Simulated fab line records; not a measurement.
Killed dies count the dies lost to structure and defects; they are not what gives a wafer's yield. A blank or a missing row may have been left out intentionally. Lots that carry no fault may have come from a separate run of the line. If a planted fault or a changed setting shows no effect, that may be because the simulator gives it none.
fab line records	flow nand_harc
[record] lots = 5	wafers = 15	last_day = 34
route steps=1302 shown THIN_TSV@1283 END@1302
lots that met no fault: from a run of the same line without faults
start_h: start of the lot's first displayed wafer, in hours after the record's first day	wait_h: hours elapsed since this lot's preceding step	" same as the row above	L1.1+2: a row that stands for several wafers	- no value, or no start given	* or withheld: withheld	< > ~ a bound
route shown NAME@n: a module of which the file shows steps, and the number in the route of the first	usual: the fault-free wafers' mean and standard deviation	same: alike in all rows	chamber/n: place in a boat	sites: the reading at each site	_std_site: their standard deviation	_edge_site: outer sites' mean less inner sites'	radius_mm: how far each site lies from the wafer's centre	mask NAME#n: copy n	behind: tool/chamber where the wafer was last shaped	hold: reason for holding the lot/hours on hold/outcome of the hold	device: the transistor (n, p or np) that didn't switch	end of line: the tests these same wafers got at the end of their route	a step given without rows: its recipe and nothing more	killed: dies that structure and defects cost at the first sort, which is not the same as the wafer's yield	map: dies across one wafer; x = killed, . = not, _ = none there
set.NAME: the setting that was run; set.NAME@STEP: the one run at that earlier step	model.NAME: the simulator's own value behind a step, which no gauge read
lots at some steps of the route; a table a step, a row a wafer
services: the hour from which a tool's chamber was out of use, counted from the record's first day as start_h (under 0 if before that day), plus the number of hours and why
[[steps]]
[step NHARC_THIN_TSV_DEHYDRATE_25]
[recipe] temp_c = 150	time_s = 120
[step NHARC_THIN_TSV_HMDS_26]
[recipe] time_s = 30
[step NHARC_THIN_TSV_COAT_27]
[recipe] spin_rpm = *
[step NHARC_THIN_TSV_SOFTBAKE_28]
[recipe] temp_c = 122	time_s = 95
[step NHARC_THIN_TSV_EBR_29]
[step NHARC_THIN_TSV_EXPOSE_30]
[recipe] na = 0.55	dose_mj = 11.47	mask_id = PAD
[step NHARC_THIN_TSV_PEB_31]
[recipe] peb_temp_c = 118	peb_time_s = 85
[step NHARC_THIN_TSV_DEVELOP_32]
[recipe] time_s = 70
[step NHARC_THIN_TSV_CD_MEAS_33]
[recipe] target_cd_nm = 5000	landing_energy_ev = 500
[usual] cd_nm = 4998.8/2
lot.wafer	tool	chamber	start_h	wait_h	cd_nm
L569.1	cd_sem-03	0	562.61	-	4998.8
L569.2	"	0	"	"	4997.2
L569.4	"	0	"	"	5000.0
L585.2	cd_sem-02	0	699.67	-	4998.8
L585.3	"	0	"	"	5001.6
L585.4	"	0	"	"	4997.5
L581.4	cd_sem-02	0	703.53	-	4998.9
L581.5	"	0	"	"	5000.6
L581.6	"	0	"	"	4994.7
L588.2	cd_sem-01	0	753.99	-	5000.9
L588.5	"	0	"	"	4997.0
L588.6	"	0	"	"	4999.3
L591.3	cd_sem-02	0	790.47	-	4999.5
L591.4	"	0	"	"	4998.3
L591.6	"	0	"	"	5000.1
[step NHARC_THIN_TSV_HARDBAKE_34]
[recipe] temp_c = 125	time_s = 80
[step NHARC_THIN_TSV_DESCUM_35]
[recipe] time_s = 3	o2_flow_sccm = 200	ar_flow_sccm = 0	bias_power_w = 0	chemistry = O2
[usual] chamber_pressure_mTorr = 60.00/0.053	drypump_motor_current_A = 5.7/0.48	mfc_ar_sccm = 0.005/0.0074	oes_product_au = 1.000/0.0099	rf_vpp_V = 58.0/0.95	showerhead_plenum_p_Torr = 1.96/0.093	throttle_valve_pct = 11.311/0.0091
lot.wafer	tool	chamber	start_h	wait_h	chamber_pressure_mTorr	drypump_motor_current_A	mfc_ar_sccm	oes_product_au	rf_hours_counter_h	rf_vpp_V	showerhead_plenum_p_Torr	throttle_valve_pct
L569.4	rie_diel-03	3	562.77	-	60.05	5.0	0	0.999	4.5	58.7	1.98	11.323
L569.1	"	0	"	"	60.03	5.9	0.006	0.997	4.8	58.0	1.90	11.304
L569.2	"	1	"	"	60.08	6.3	0	0.978	5.3	60.1	2.04	11.302
L585.3	rie_diel-01	1	699.84	-	59.93	5.3	0.014	0.999	8.1	58.3	2.05	11.315
L585.2	"	2	"	"	60.01	6.3	0	1.006	8.2	58.4	2.03	11.309
L585.4	"	3	"	"	59.87	6.0	0	0.986	8.3	56.9	1.78	11.301
L581.4	rie_diel-03	0	703.72	-	59.98	6.0	0.006	1.004	2.2	57.2	1.90	11.315
L581.5	"	1	"	"	59.97	6.3	0	1.008	-	58.2	2.04	11.292
L581.6	"	2	"	"	60.01	5.7	0	1.006	-	56.6	1.79	11.322
L588.2	rie_diel-04	0	754.18	-	59.98	5.5	0	0.989	0.8	57.7	1.96	11.319
L588.6	"	1	"	"	60.00	5.4	0.023	0.998	-	58.0	2.05	11.308
L588.5	"	2	"	"	59.98	5.6	0.018	0.990	-	57.7	1.96	11.305
L591.3	rie_diel-01	1	790.63	-	60.07	5.3	0.014	1.017	4.1	58.0	2.05	11.314
L591.4	"	3	"	"	59.95	6.0	0	0.987	3.9	56.9	1.78	11.311
L591.6	"	1	"	"	60.02	5.3	0.014	1.003	-	59.6	2.05	11.320
[step NHARC_THIN_TSV_ETCH_59]
[recipe] target_depth_a = 8800	icp_w = 900	bias_w = 100	Cl2_flow_sccm = 60	bcl3_flow_sccm = 30	time_s = 138.1	chemistry = Cl2/BCl3
[usual] chamber_pressure_mTorr = 9.999/0.0085	drypump_motor_current_A = 5.9/0.36	oes_product_au = 1.000/0.011	rf_fwd_power_W = 895.6/2.9	run_length_s = 159.6/0.4	throttle_valve_pct = 22.264/0.0087
lot.wafer	tool	chamber	start_h	wait_h	chamber_pressure_mTorr	drypump_motor_current_A	oes_product_au	rf_fwd_power_W	rf_hours_counter_h	run_length_s	throttle_valve_pct
L569.2	rie_metal-03	0	562.90	0.1	10.004	5.9	0.999	890.4	0.4	159.7	22.274
L569.1	"	1	"	"	9.993	5.8	1.000	900.1	0.4	159.2	22.256
L569.4	"	1	"	"	9.983	5.9	0.981	894.2	-	159.2	22.269
L585.2	rie_metal-02	0	699.96	0.1	9.999	6.0	1.005	897.8	1.2	159.9	22.255
L585.4	"	0	"	"	9.996	5.9	1.026	901.2	-	160.0	22.275
L585.3	"	1	"	"	10.003	5.4	1.007	892.9	-	159.6	22.265
L581.4	rie_metal-02	1	703.91	0.2	9.990	5.4	1.012	893.4	-	159.6	22.266
L581.5	"	0	"	"	10.012	5.9	1.011	899.1	-	160.3	22.268
L581.6	"	1	"	"	10.006	5.4	1.019	897.8	-	159.8	22.252
L588.2	rie_metal-03	0	754.27	0.1	9.985	5.9	1.004	892.9	0.6	159.6	22.273
L588.6	"	0	"	"	9.988	5.9	0.999	891.6	-	159.5	22.264
L588.5	"	1	"	"	10.010	5.8	0.996	898.1	-	159.2	22.266
L591.4	rie_metal-02	0	790.83	0.2	9.995	6.0	1.004	901.2	-	159.7	22.270
L591.3	"	1	"	"	9.998	5.4	1.005	896.8	-	160.0	22.256
L591.6	"	0	"	"	10.000	6.0	1.000	903.6	-	160.4	22.258
[step NHARC_THIN_TSV_ETCH_36]
[recipe] target_depth_a = 650	over_etch_frac = 0.3	time_s = 18.571	ion_energy_ev = 150	chemistry = Cl2/BCl3
[usual] chamber_pressure_mTorr = 10.000/0.0095	drypump_motor_current_A = 5.9/0.36	oes_product_au = 1.000/0.011	run_length_s = 40.0/0.4
lot.wafer	tool	chamber	start_h	wait_h	chamber_pressure_mTorr	drypump_motor_current_A	oes_product_au	rf_hours_counter_h	run_length_s
L569.1	rie_metal-03	1	563.16	0.2	10.000	5.8	0.988	0.5	39.7
L569.2	"	0	"	"	9.998	5.9	0.978	0.5	39.9
L569.4	"	1	"	"	10.015	5.8	0.987	-	40.0
L585.2	rie_metal-02	0	700.22	0.2	10.006	5.9	1.013	1.3	40.6
L585.3	"	1	"	"	9.990	5.4	1.017	-	40.2
L585.4	"	0	"	"	10.007	5.9	1.012	-	40.3
L581.4	rie_metal-02	0	704.08	0.1	9.983	5.9	1.009	-	40.4
L581.5	"	1	"	"	10.002	5.4	1.008	-	40.6
L581.6	"	0	"	"	10.014	5.9	1.003	-	40.3
L588.2	rie_metal-03	0	754.53	0.2	9.996	5.9	1.013	0.7	40.1
L588.5	"	0	"	"	9.998	5.9	1.003	-	39.9
L588.6	"	1	"	"	9.992	5.8	0.997	-	35.1
L591.3	rie_metal-02	0	791.02	0.1	9.996	6.0	1.010	-	40.6
L591.4	"	1	"	"	10.012	5.4	1.006	-	40.1
L591.6	"	1	"	"	9.989	5.4	1.004	-	40.2
[step NHARC_THIN_TSV_STRIP_56]
[recipe] power_w = 1500	temp_c = 250	chemistry = O2
[usual] drypump_motor_current_A = 5.6/0.52	heater_power_w = 320/18
lot.wafer	tool	chamber	start_h	wait_h	drypump_motor_current_A	heater_power_w	rf_hours_counter_h
L569.1	plasma_asher-01	1	563.26	0.1	6.3	338	8
L569.2	"	0	"	"	5.7	332	8
L569.4	"	0	"	"	5.7	343	-
L585.2	plasma_asher-02	0	700.37	0.1	5.0	311	18
L585.3	"	0	"	"	5.0	308	-
L585.4	"	1	"	"	5.2	297	-
L581.4	plasma_asher-02	1	704.30	0.2	5.2	299	-
L581.5	"	0	"	"	5.0	295	-
L581.6	"	1	"	"	5.2	301	-
L588.2	plasma_asher-01	1	754.67	0.1	6.3	326	10
L588.5	"	0	"	"	5.7	332	-
L588.6	"	1	"	"	6.3	317	-
L591.3	plasma_asher-02	0	791.20	0.2	5.0	295	-
L591.4	"	1	"	"	5.2	308	-
L591.6	"	1	"	"	5.2	303	-
[step NHARC_END_SORT_01]
[recipe] temp_c = 25
[usual] defect_limited_yield = 91.2/2.6	killed_at_array = 55/17	killed_at_other = 1.1/1.6	killed_at_periphery = 3.8/2.5	killed_dies = 60/18	killed_open = 3.3/1.9	killed_short = 2.5/1.7
[same] gross_dies = 677
lot.wafer	tool	chamber	start_h	wait_h	defect_limited_yield[%]	killed_at_array	killed_at_other	killed_at_periphery	killed_dies	killed_open	killed_short
L569.1	prober-01	0	572.38	2.5	89.8	63	2	4	69	1	3
L569.2	prober-01	0	573.18	2.8	88.0	78	1	2	81	2	6
L569.4	prober-01	0	574.79	3.4	89.1	66	0	8	74	7	6
L585.2	prober-01	0	712.04	2.8	86.6	87	1	3	91	2	0
L585.3	prober-01	0	712.85	3.1	90.1	63	0	4	67	4	3
L585.4	prober-01	0	713.66	3.4	85.8	91	1	4	96	2	4
L581.4	prober-02	0	717.94	3.4	90.7	59	0	4	63	1	3
L581.5	prober-02	0	718.74	3.7	90.4	60	0	5	65	6	2
L581.6	prober-02	0	719.54	4.0	88.2	73	0	7	80	3	3
L588.2	prober-02	0	765.76	2.8	93.2	43	2	1	46	1	6
L588.5	prober-02	0	768.15	3.7	95.4	26	0	5	31	5	2
L588.6	prober-02	0	768.95	4.0	94.2	33	0	6	39	1	3
// killed by level:class
L569.1 A_CHANNEL_HOLE_D1:chamber_film_flake=32 A_SLIT:chamber_film_flake=11 A_CHANNEL_HOLE_D2:chamber_film_flake=9 A_CONTACT:chamber_film_flake=3 A_CHANNEL_FILL_D2:geometric_particle:short=2 P_CONTACT:chamber_film_flake=2 A_STAIRCASE:chamber_film_flake=2 THIN_TSV:chamber_film_flake=2
L569.2 A_CHANNEL_HOLE_D1:chamber_film_flake=33 A_SLIT:chamber_film_flake=28 A_CHANNEL_HOLE_D2:chamber_film_flake=5 A_STAIRCASE:chamber_film_flake=3 A_DECK1_JOINT:geometric_particle:short=2 P_M0:geometric_particle:open=1 A_ONON_D1:geometric_particle:short=1 A_CHANNEL_HOLE_D1:geometric_particle:short=1
L569.4 A_CHANNEL_HOLE_D1:chamber_film_flake=27 A_SLIT:chamber_film_flake=15 A_CHANNEL_HOLE_D2:chamber_film_flake=7 P_CONTACT:chamber_film_flake=4 A_STAIRCASE:chamber_film_flake=3 A_CHANNEL_FILL_D1:geometric_particle:short=2 A_CHANNEL_FILL_D1:geometric_particle:open=2 P_GATE:chamber_film_flake=2
L585.2 A_CHANNEL_HOLE_D1:chamber_film_flake=31 A_SLIT:chamber_film_flake=28 A_CHANNEL_HOLE_D2:chamber_film_flake=13 A_STAIRCASE:chamber_film_flake=6 A_CONTACT:geometric_particle:open=2 P_GATE:chamber_film_flake=2 A_ZERO_WELL:chamber_film_flake=2 P_STI:chamber_film_flake=1
L585.3 A_CHANNEL_HOLE_D1:chamber_film_flake=23 A_SLIT:chamber_film_flake=18 A_CONTACT:chamber_film_flake=6 A_CHANNEL_HOLE_D2:chamber_film_flake=5 P_M2:chamber_film_flake=3 A_CHANNEL_FILL_D2:chamber_film_flake=2 A_STAIRCASE:chamber_film_flake=2 P_M2:geometric_particle:open=1
L585.4 A_CHANNEL_HOLE_D1:chamber_film_flake=30 A_SLIT:chamber_film_flake=30 A_CHANNEL_HOLE_D2:chamber_film_flake=10 A_STAIRCASE:chamber_film_flake=5 A_CONTACT:chamber_film_flake=5 A_WL_FILL:geometric_particle:short=2 P_STI:chamber_film_flake=2 P_M2:chamber_film_flake=2
L581.4 A_CHANNEL_HOLE_D1:chamber_film_flake=35 A_CHANNEL_HOLE_D2:chamber_film_flake=11 A_STAIRCASE:chamber_film_flake=3 A_CONTACT:chamber_film_flake=3 P_GATE:chamber_film_flake=2 A_SGD_CUT:geometric_particle:short=2 P_STI:chamber_film_flake=2 A_DECK1_JOINT:chamber_film_flake=2
L581.5 A_CHANNEL_HOLE_D1:chamber_film_flake=28 A_CHANNEL_HOLE_D2:chamber_film_flake=14 A_SLIT:chamber_film_flake=6 P_M2:chamber_film_flake=3 A_CONTACT:chamber_film_flake=3 A_BLC:geometric_particle:open=2 A_STAIRCASE:chamber_film_flake=2 P_CONTACT:geometric_particle:open=1
L581.6 A_CHANNEL_HOLE_D1:chamber_film_flake=31 A_CHANNEL_HOLE_D2:chamber_film_flake=22 A_CONTACT:chamber_film_flake=7 P_M2:chamber_film_flake=5 A_DECK1_JOINT:chamber_film_flake=3 A_SLIT:chamber_film_flake=3 A_ONON_D1:geometric_particle:open=2 P_GATE:geometric_particle:short=1
L588.2 A_CHANNEL_HOLE_D1:chamber_film_flake=20 A_SLIT:chamber_film_flake=7 A_CONTACT:chamber_film_flake=3 A_M0:chamber_film_flake=3 THIN_TSV:chamber_film_flake=2 A_ONON_D1:geometric_particle:short=1 A_CHANNEL_FILL_D1:geometric_particle:short=1 A_ONON_D2:geometric_particle:short=1
L588.5 A_CHANNEL_HOLE_D1:chamber_film_flake=12 P_CONTACT:chamber_film_flake=4 A_SLIT:chamber_film_flake=4 A_CONTACT:chamber_film_flake=3 A_ONON_D2:geometric_particle:open=2 P_M2:geometric_particle:open=1 A_ONON_D2:geometric_particle:short=1 A_CHANNEL_HOLE_D2:geometric_particle:short=1
L588.6 A_CHANNEL_HOLE_D1:chamber_film_flake=11 A_SLIT:chamber_film_flake=9 P_CONTACT:chamber_film_flake=5 A_CONTACT:chamber_film_flake=5 A_WL_FILL:geometric_particle:short=3 A_M0:chamber_film_flake=3 A_M0:geometric_particle:open=1 P_GATE:chamber_film_flake=1
[[services]]
tool	chamber	start_h	hours	kind
rie_diel-01	3	554.33	4.1	repair
rie_diel-01	-	557.82	9.0	pm
rie_diel-04	1	561.06	3.0	repair
rie_diel-04	-	583.21	1.2	repair
plasma_asher-02	-	603.15	9.0	pm
rie_metal-02	-	631.00	9.0	pm
rie_metal-02	0	631.00	9.0	vent_cycle
rie_diel-03	-	635.30	9.0	pm
rie_diel-01	1	642.48	3.9	repair
rie_diel-03	0	662.72	15.4	repair
rie_diel-04	2	663.02	22.0	repair
rie_diel-03	1	672.78	2.8	repair
rie_diel-04	0	683.46	8.5	repair
rie_diel-03	-	692.76	2.2	repair
rie_metal-03	-	696.00	9.0	pm
plasma_asher-01	-	697.68	9.0	pm
rie_diel-03	0	708.93	1.6	repair
rie_diel-04	-	708.99	9.0	pm
rie_diel-01	2	724.30	7.4	repair
rie_diel-01	-	734.82	9.0	pm
rie_diel-04	3	736.89	9.0	repair
rie_diel-04	1	774.10	19.5	repair
rie_metal-02	1	774.58	1.9	repair
plasma_asher-02	-	780.15	9.0	pm
[[key]]
[first_sign] step = NHARC_THIN_TSV_ETCH_36	reading = run_length_s	direction = down	sigmas = 12	usual = *	struck = *
effect none on later readings
met_at NHARC_THIN_TSV_ETCH_36
struck_wafers L588.6
onset_between 563.16 754.53
[fault] kind = process_parameter_drift	tool = rie_metal-03	chamber = 1	onset_h = 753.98	steps = NHARC_THIN_TSV_ETCH_36	channel = time_s	offset = *	shape = step	end_h = 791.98	acts_in = *	stated = *
